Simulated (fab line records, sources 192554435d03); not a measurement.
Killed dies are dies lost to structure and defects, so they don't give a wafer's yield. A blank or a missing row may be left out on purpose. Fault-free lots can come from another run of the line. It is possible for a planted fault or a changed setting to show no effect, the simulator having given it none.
A lot that was struck, set against a sound lot	flow n5 finfet	17 out of 1938 route steps
Sound: the wafers L257.2, L257.3, L257.5. Struck: wafer L258.2 (L258.3, L258.4, from the same lot, were not struck and are left out); the cause is given at the end.
Order at every step that has rows: each side's tool, ch and its chambers, its first start. Under that, the readings that differ: sound wafers	struck wafers	difference of the means	sigmas: that difference in standard deviations of wafers without a fault.
alike: same words and numbers on both sides, and readings whose means sit less than 2 such deviations apart. not compared: any withheld reading, any reading some wafer has no value for, any bound like >300 that may hide the same value, and any number with overlapping values for which the record gives no deviation.
Wherever a step has rows on one side only, a row that says differs or no value, or a row with sigmas, the two part there. Numbers that have no deviation but don't overlap get no sigmas and don't part them. A reading missing from all wafers of one side parts the sides only when that side holds two or more wafers.

first, 7 steps without rows for these wafers: N5_BEOL_M9_COAT_60 (time 60 s, resist thk 30 nm); N5_BEOL_M9_COAT_05 (resist thk 90 nm); N5_BEOL_M9_EBR_07; N5_BEOL_M9_SOFTBAKE_06 (time 60 s); N5_BEOL_M9_EXPOSE_08 (exposes mask M9); N5_BEOL_M9_PEB_09 (peb time 60 s); N5_BEOL_M9_DEVELOP_10 (develop time 30 s).
N5_BEOL_M9_CD_MEAS_11 targets a cd of 64.1 nm.
  sound on cd sem-03 ch 0, day 10 06:50; struck on cd sem-03 ch 0, day 11 06:22
  alike: cd nm
N5_BEOL_M9_OVL_MEAS_12:
  sound on overlay-02 ch 0, day 10 06:52; struck on overlay-01 ch 0, day 11 06:23
  alike: M9_OVL
N5_BEOL_M9_INSPECT_13: inspects for defects (brightfield).
  struck on defect inspect-02, day 11 06:25; sound on defect inspect-02, day 10 06:53
  alike: raw defect count
N5_BEOL_M9_DESCUM_16: chemistry O2, time 7.9 s.
  sound on rie diel-04 ch 0,1,3, day 10 06:55; struck on rie diel-03 ch 1, day 11 06:37
  alike: chamber pressure mTorr, drypump motor current A, oes product au, rf vpp V, showerhead plenum p Torr, throttle valve pct
  not compared: rf hours counter h
N5_BEOL_M9_ETCH_61: etches SiARC in CF4, target depth 39 nm, time 65 s.
  sound on rie diel-04 ch 0,1,3, day 10 06:58; struck on rie diel-03 ch 1, day 11 06:39
reading	sound	struck	difference	sigmas
rf fwd power W (W)	536.8 535.0 533.9	541.5	+6.3	+2
  alike: chamber pressure mTorr, drypump motor current A, etch rf on time s, oes product au, rf vpp V, showerhead plenum p Torr, throttle valve pct
  not compared: rf hours counter h
N5_BEOL_M9_ETCH_62: etches SOC in N2/H2, target depth 110 nm, overetch 22 nm, time 165 s.
  sound on rie diel-04 ch 0,1,3, day 10 07:01; struck on rie diel-03 ch 1, day 11 06:42
reading	sound	struck	difference	sigmas
rf fwd power W (W)	835.4 838.5 833.7	1039.5	+203.6	+78
rf vpp V (V)	528.4 526.5 522.4	488.9	-36.9	-15
model.SiARC_of_BEOL_M9_COAT_60.thk nm (nm)	23.4 23.6 23.6	22.8	-0.7	
  alike: chamber pressure mTorr, drypump motor current A, oes product au, showerhead plenum p Torr, throttle valve pct
  not compared: rf hours counter h
then, 1 step without rows for these wafers: N5_BEOL_M9_STRIP_68 (strips in N2/H2).
N5_BEOL_M9_STRIP_67: strips in CF4.
  sound on rie diel-04 ch 0,1,3, day 10 07:09; struck on rie diel-03 ch 1, day 11 06:51
  alike: chamber pressure mTorr, drypump motor current A, oes product au, rf vpp V, showerhead plenum p Torr, throttle valve pct
  not compared: rf hours counter h
N5_BEOL_M9_HM_OPEN_17: chemistry Cl2/BCl3, target TiN, target depth 20 nm, overetch 6 nm.
  sound on rie metal-02 ch 0,1, day 10 07:11; struck on rie metal-03 ch 0, day 11 06:53
reading	sound	struck	difference	sigmas
model.BEOL_M9.cd offset nm (nm)	-0.2 0 0.2	0.4	+0.4	
  alike: chamber pressure mTorr, drypump motor current A, oes product au, throttle valve pct
  not compared: rf hours counter h
N5_BEOL_M9_STRIP_19: strips in O2.
  sound on rie diel-05 ch 0,1,2, day 10 07:29; struck on rie diel-05 ch 3, day 11 07:05
reading	sound	struck	difference	sigmas
chamber pressure mTorr (mTorr)	30.05 29.96 30.06	29.94	-0.08	-2
  alike: drypump motor current A, oes product au, rf vpp V, showerhead plenum p Torr, throttle valve pct
  not compared: rf hours counter h

## WHERE THEY PART
At N5_BEOL_M9_ETCH_61 first; at N5_BEOL_M9_STRIP_19 last (within this record only).

WHY: whatever the simulator had introduced
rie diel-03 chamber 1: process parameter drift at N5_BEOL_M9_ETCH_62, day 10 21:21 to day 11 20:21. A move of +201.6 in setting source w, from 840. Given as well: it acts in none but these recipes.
